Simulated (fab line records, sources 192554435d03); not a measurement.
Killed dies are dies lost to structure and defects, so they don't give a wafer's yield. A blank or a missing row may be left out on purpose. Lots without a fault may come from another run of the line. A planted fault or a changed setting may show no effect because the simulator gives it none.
Chamber matching | flow n5_finfet | N5_BEOL_M7_CVD_78 on cvd_co-02: 3 sister chambers
The step deposits Co from CCTBA/H2, target thk 2 nm, time 142.3 s. 18 wafers are shown with their chamber, then 8 later ones without.

WAFERS WITH THEIR CHAMBER
wafer  | chamber | run_length_s (s)
L639.1 | 0       | 165.8
L639.3 | 1       | 164.3
L639.4 | 0       | 165.7
L640.2 | 0       | 165.5
L640.3 | 2       | 165.0
L640.5 | 2       | 164.7
L645.1 | 0       | 165.6
L645.5 | 1       | 165.0
L645.6 | 2       | 165.1
L644.3 | 1       | 164.9
L644.4 | 1       | 165.1
L644.5 | 2       | 164.9
L642.1 | 2       | 165.4
L647.4 | 2       | 164.6
L656.4 | 1       | 164.7
L656.5 | 0       | 165.3
L656.6 | 2       | 164.6
L658.1 | 2       | 164.4

SIGNATURES (means of the wafers above)
reading      | chamber 0 | chamber 1 | chamber 2 | scatter within a chamber
run_length_s | 165.580   | 164.800   | 164.838   | 0.293
Rule: a wafer's distance from a chamber is the root of the sum, over the readings, of the square of ((its reading less the chamber's mean) divided by the reading's scatter). The wafer belongs to the nearest chamber; if the next one is less than 2 further off, it can't be placed. The scatter: the root of (the sum of the squares of (reading less its chamber's mean) over the shown wafers, divided by (wafers less chambers)).

WAFERS WITHOUT THEIR CHAMBER
wafer  | run_length_s (s)
L658.4 | 165.3
L658.6 | 165.0
L659.1 | 164.5
L659.3 | 165.8
L659.4 | 164.8
L661.3 | 165.0
L661.4 | 165.6
L661.6 | 165.1

WHICH CHAMBER EACH WENT THROUGH
wafer  | from the rows above          | in truth
L658.4 | can't be placed: 0 or 2 or 1 | 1
L658.6 | can't be placed: 2 or 1 or 0 | 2
L659.1 | can't be placed: 1 or 2      | 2
L659.3 | 0                            | 0
L659.4 | can't be placed: 1 or 2      | 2
L661.3 | can't be placed: 2 or 1 or 0 | 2
L661.4 | 0                            | 0
L661.6 | can't be placed: 2 or 1 or 0 | 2
Placed correctly: 2 of 8. Can't be placed from these rows: 6 (the true chamber is among the candidates in 6). Placed wrongly: 0.
